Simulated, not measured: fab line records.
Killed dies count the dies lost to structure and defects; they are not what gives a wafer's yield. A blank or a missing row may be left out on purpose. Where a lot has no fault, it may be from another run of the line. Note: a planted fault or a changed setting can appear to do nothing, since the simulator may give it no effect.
Which tool is to blame? || flow nand-harc || 33 wafers from 11 lots sampled at 3 of the route's 1302 steps

WHAT THE GAUGES READ, wafer by wafer
NHARC_A_CHANNEL_HOLE_D1_INSPECT_40.
{"lot": "L660", "measured": "day 8 18:43", "on": "defect-inspect-01", "raw-defect-count": "94 76 92"}
{"lot": "L661", "measured": "day 8 23:37", "on": "defect-inspect-02", "raw-defect-count": "113 126 92"}
{"lot": "L663", "measured": "day 10 02:56", "on": "defect-inspect-02", "raw-defect-count": "65 45 41"}
{"lot": "L664", "measured": "day 10 13:40", "on": "defect-inspect-02", "raw-defect-count": "45 45 38"}
{"lot": "L665", "measured": "day 10 14:05", "on": "defect-inspect-01", "raw-defect-count": "90 101 84"}
{"lot": "L666", "measured": "day 11 03:46", "on": "defect-inspect-01", "raw-defect-count": "35 50 36"}
{"lot": "L668", "measured": "day 12 00:17", "on": "defect-inspect-02", "raw-defect-count": "92 97 103"}
{"lot": "L677", "measured": "day 15 16:53", "on": "defect-inspect-02", "raw-defect-count": "82 74 83"}
{"lot": "L678", "measured": "day 16 01:05", "on": "defect-inspect-02", "raw-defect-count": "88 65 47"}
{"lot": "L682", "measured": "day 17 23:24", "on": "defect-inspect-01", "raw-defect-count": "45 55 42"}
{"lot": "L683", "measured": "day 18 19:13", "on": "defect-inspect-02", "raw-defect-count": "91 75 62"}

EACH LOT AND THE TOOL THAT RAN IT (in order: tool; ch and the chambers of the sampled wafers; start)
{"lot": "L660", "NHARC_A_CHANNEL_HOLE_D1_ETCH_44": "rie-diel-12 ch 0,2, day 8 17:44", "NHARC_A_CHANNEL_HOLE_D1_STRIP_27": "rie-diel-12 ch 1,3, day 8 18:43 or earlier"}
{"lot": "L661", "NHARC_A_CHANNEL_HOLE_D1_ETCH_44": "rie-diel-12 ch 2,3, day 8 22:38", "NHARC_A_CHANNEL_HOLE_D1_STRIP_27": "rie-diel-12 ch 1,2, day 8 23:37 or earlier"}
{"lot": "L663", "NHARC_A_CHANNEL_HOLE_D1_ETCH_44": "rie-diel-12 ch 0,2, day 10 01:57", "NHARC_A_CHANNEL_HOLE_D1_STRIP_27": "rie-diel-12 ch 0,3, day 10 02:56 or earlier"}
{"lot": "L664", "NHARC_A_CHANNEL_HOLE_D1_ETCH_44": "rie-diel-04 ch 1,3, day 10 12:41", "NHARC_A_CHANNEL_HOLE_D1_STRIP_27": "rie-diel-04 ch 1,2,3, day 10 13:40 or earlier"}
{"lot": "L665", "NHARC_A_CHANNEL_HOLE_D1_ETCH_44": "rie-diel-12 ch 0,2,3, day 10 13:04", "NHARC_A_CHANNEL_HOLE_D1_STRIP_27": "rie-diel-12 ch 0,1,3, day 10 14:05 or earlier"}
{"lot": "L666", "NHARC_A_CHANNEL_HOLE_D1_ETCH_44": "rie-diel-12 ch 0,1,3, day 11 02:48", "NHARC_A_CHANNEL_HOLE_D1_STRIP_27": "rie-diel-12 ch 2,3, day 11 03:46 or earlier"}
{"lot": "L668", "NHARC_A_CHANNEL_HOLE_D1_ETCH_44": "rie-diel-10 ch 0,1,2, day 11 23:17", "NHARC_A_CHANNEL_HOLE_D1_STRIP_27": "rie-diel-10 ch 0,1,3, day 12 00:17 or earlier"}
{"lot": "L677", "NHARC_A_CHANNEL_HOLE_D1_ETCH_44": "rie-diel-10 ch 0,1, day 15 15:32", "NHARC_A_CHANNEL_HOLE_D1_STRIP_27": "rie-diel-10 ch 0,1, day 15 15:54"}
{"lot": "L678", "NHARC_A_CHANNEL_HOLE_D1_ETCH_44": "rie-diel-12 ch 1,2,3, day 16 00:06", "NHARC_A_CHANNEL_HOLE_D1_STRIP_27": "rie-diel-12 ch 0,1, day 16 01:05 or earlier"}
{"lot": "L682", "NHARC_A_CHANNEL_HOLE_D1_ETCH_44": "rie-diel-10 ch 1,2,3, day 17 22:25", "NHARC_A_CHANNEL_HOLE_D1_STRIP_27": "rie-diel-10 ch 0,1,3, day 17 23:24 or earlier"}
{"lot": "L683", "NHARC_A_CHANNEL_HOLE_D1_ETCH_44": "rie-diel-04 ch 0,1,2, day 18 18:14", "NHARC_A_CHANNEL_HOLE_D1_STRIP_27": "rie-diel-04 ch 2,3, day 18 19:13 or earlier"}
- NHARC_A_CHANNEL_HOLE_D1_ETCH_44: etches the open film in CF4/O2, target depth 140 nm, overetch 14 nm, time 77 s.
- NHARC_A_CHANNEL_HOLE_D1_STRIP_27: strips in O2.

AS READ BY THE TOOLS THEMSELVES (means over the sampled wafers that have a number; for cases with no such wafer, the mark the record gives instead)
NHARC_A_CHANNEL_HOLE_D1_ETCH_44.
{"lot": "L660", "tool": "rie-diel-12", "drypump-motor-current-A (A)": 5.7, "o2-flow-sccm (sccm)": 20.11, "oes-product-au (a.u.)": 0.999, "rf-vpp-V (V)": 197.3, "showerhead-plenum-p-Torr (Torr)": 1.29, "throttle-valve-pct (%)": 13.395}
{"lot": "L661", "tool": "rie-diel-12", "drypump-motor-current-A (A)": 5.1, "o2-flow-sccm (sccm)": 20.05, "oes-product-au (a.u.)": 1.004, "rf-vpp-V (V)": 196.2, "showerhead-plenum-p-Torr (Torr)": 1.26, "throttle-valve-pct (%)": 13.395}
{"lot": "L663", "tool": "rie-diel-12", "drypump-motor-current-A (A)": 5.5, "o2-flow-sccm (sccm)": 19.98, "oes-product-au (a.u.)": 1.002, "rf-vpp-V (V)": 196.7, "showerhead-plenum-p-Torr (Torr)": 1.29, "throttle-valve-pct (%)": 13.402}
{"lot": "L664", "tool": "rie-diel-04", "drypump-motor-current-A (A)": 5.8, "o2-flow-sccm (sccm)": 19.94, "oes-product-au (a.u.)": 1.007, "rf-vpp-V (V)": 197.1, "showerhead-plenum-p-Torr (Torr)": 1.34, "throttle-valve-pct (%)": 13.394}
{"lot": "L665", "tool": "rie-diel-12", "drypump-motor-current-A (A)": 5.4, "o2-flow-sccm (sccm)": 20.02, "oes-product-au (a.u.)": 1.009, "rf-vpp-V (V)": 196.0, "showerhead-plenum-p-Torr (Torr)": 1.27, "throttle-valve-pct (%)": 13.392}
{"lot": "L666", "tool": "rie-diel-12", "drypump-motor-current-A (A)": 5.9, "o2-flow-sccm (sccm)": 20.01, "oes-product-au (a.u.)": 1.004, "rf-vpp-V (V)": 196.7, "showerhead-plenum-p-Torr (Torr)": 1.29, "throttle-valve-pct (%)": 13.394}
{"lot": "L668", "tool": "rie-diel-10", "drypump-motor-current-A (A)": 5.8, "o2-flow-sccm (sccm)": 20.02, "oes-product-au (a.u.)": 1.000, "rf-vpp-V (V)": 198.1, "showerhead-plenum-p-Torr (Torr)": 1.30, "throttle-valve-pct (%)": 13.400}
{"lot": "L677", "tool": "rie-diel-10", "drypump-motor-current-A (A)": 5.9, "o2-flow-sccm (sccm)": 20.00, "oes-product-au (a.u.)": 1.005, "rf-vpp-V (V)": 198.1, "showerhead-plenum-p-Torr (Torr)": 1.32, "throttle-valve-pct (%)": 13.396}
{"lot": "L678", "tool": "rie-diel-12", "drypump-motor-current-A (A)": 5.6, "o2-flow-sccm (sccm)": 19.98, "oes-product-au (a.u.)": 1.002, "rf-vpp-V (V)": 197.2, "showerhead-plenum-p-Torr (Torr)": 1.28, "throttle-valve-pct (%)": 13.399}
{"lot": "L682", "tool": "rie-diel-10", "drypump-motor-current-A (A)": 5.5, "o2-flow-sccm (sccm)": 19.98, "oes-product-au (a.u.)": 1.000, "rf-vpp-V (V)": 196.9, "showerhead-plenum-p-Torr (Torr)": 1.28, "throttle-valve-pct (%)": 13.395}
{"lot": "L683", "tool": "rie-diel-04", "drypump-motor-current-A (A)": 5.1, "o2-flow-sccm (sccm)": 20.02, "oes-product-au (a.u.)": 1.003, "rf-vpp-V (V)": 197.1, "showerhead-plenum-p-Torr (Torr)": 1.33, "throttle-valve-pct (%)": 13.405}

NHARC_A_CHANNEL_HOLE_D1_STRIP_27.
{"lot": "L660", "tool": "rie-diel-12", "drypump-motor-current-A (A)": 6.1, "o2-flow-sccm (sccm)": 499.1, "oes-product-au (a.u.)": 1.000, "rf-vpp-V (V)": 57.3, "showerhead-plenum-p-Torr (Torr)": 3.44, "throttle-valve-pct (%)": 17.048}
{"lot": "L661", "tool": "rie-diel-12", "drypump-motor-current-A (A)": 6.1, "o2-flow-sccm (sccm)": 500.1, "oes-product-au (a.u.)": 0.996, "rf-vpp-V (V)": 57.6, "showerhead-plenum-p-Torr (Torr)": 3.47, "throttle-valve-pct (%)": 17.041}
{"lot": "L663", "tool": "rie-diel-12", "drypump-motor-current-A (A)": 5.7, "o2-flow-sccm (sccm)": 500.9, "oes-product-au (a.u.)": 1.007, "rf-vpp-V (V)": 57.3, "showerhead-plenum-p-Torr (Torr)": 3.39, "throttle-valve-pct (%)": 17.038}
{"lot": "L664", "tool": "rie-diel-04", "drypump-motor-current-A (A)": 5.6, "o2-flow-sccm (sccm)": 499.9, "oes-product-au (a.u.)": 0.998, "rf-vpp-V (V)": 57.7, "showerhead-plenum-p-Torr (Torr)": 3.48, "throttle-valve-pct (%)": 17.026}
{"lot": "L665", "tool": "rie-diel-12", "drypump-motor-current-A (A)": 5.9, "o2-flow-sccm (sccm)": 500.2, "oes-product-au (a.u.)": 1.001, "rf-vpp-V (V)": 57.8, "showerhead-plenum-p-Torr (Torr)": 3.41, "throttle-valve-pct (%)": 17.043}
{"lot": "L666", "tool": "rie-diel-12", "drypump-motor-current-A (A)": 5.1, "o2-flow-sccm (sccm)": 501.7, "oes-product-au (a.u.)": 0.992, "rf-vpp-V (V)": 57.9, "showerhead-plenum-p-Torr (Torr)": 3.33, "throttle-valve-pct (%)": 17.033}
{"lot": "L668", "tool": "rie-diel-10", "drypump-motor-current-A (A)": 5.7, "o2-flow-sccm (sccm)": 500.1, "oes-product-au (a.u.)": 1.005, "rf-vpp-V (V)": 58.1, "showerhead-plenum-p-Torr (Torr)": 3.47, "throttle-valve-pct (%)": 17.036}
{"lot": "L677", "tool": "rie-diel-10", "drypump-motor-current-A (A)": 5.9, "o2-flow-sccm (sccm)": 498.4, "oes-product-au (a.u.)": 1.005, "rf-vpp-V (V)": 58.1, "showerhead-plenum-p-Torr (Torr)": 3.50, "throttle-valve-pct (%)": 17.033}
{"lot": "L678", "tool": "rie-diel-12", "drypump-motor-current-A (A)": 6.4, "o2-flow-sccm (sccm)": 499.6, "oes-product-au (a.u.)": 1.001, "rf-vpp-V (V)": 57.2, "showerhead-plenum-p-Torr (Torr)": 3.48, "throttle-valve-pct (%)": 17.033}
{"lot": "L682", "tool": "rie-diel-10", "drypump-motor-current-A (A)": 5.7, "o2-flow-sccm (sccm)": 499.7, "oes-product-au (a.u.)": 1.008, "rf-vpp-V (V)": 58.0, "showerhead-plenum-p-Torr (Torr)": 3.45, "throttle-valve-pct (%)": 17.038}
{"lot": "L683", "tool": "rie-diel-04", "drypump-motor-current-A (A)": 5.9, "o2-flow-sccm (sccm)": 499.5, "oes-product-au (a.u.)": 0.995, "rf-vpp-V (V)": 57.9, "showerhead-plenum-p-Torr (Torr)": 3.50, "throttle-valve-pct (%)": 17.032}

THE ANSWER, worked out from the rows above alone
Rule: usual is defined by the lots themselves. The widest of any qualifying gaps counts: lots, ordered by their means at a reading, are off when they make up no more than a third of the lots, leave a main group of 4 or more, and stand apart from it by 3 or more times the standard deviation of that group's means. The tables above print the reading to a certain number of digits; a main group whose means all agree to those digits is not used. A lot without any number at a reading at which 4 lots or more have one is off too. Where the step has rows for the other lots, those lots are counted as sound. After the gauges, taken in route order, come the tools' own readings; for these a lot's mean is taken, as printed above. The first step at which some lot is off is used, and at that step the reading that is off furthest; a lot without a number counts as furthest.
No lot is off on any of the readings shown, so nothing can be concluded from this.

WHAT HAD BEEN PUT IN BY THE SIMULATOR
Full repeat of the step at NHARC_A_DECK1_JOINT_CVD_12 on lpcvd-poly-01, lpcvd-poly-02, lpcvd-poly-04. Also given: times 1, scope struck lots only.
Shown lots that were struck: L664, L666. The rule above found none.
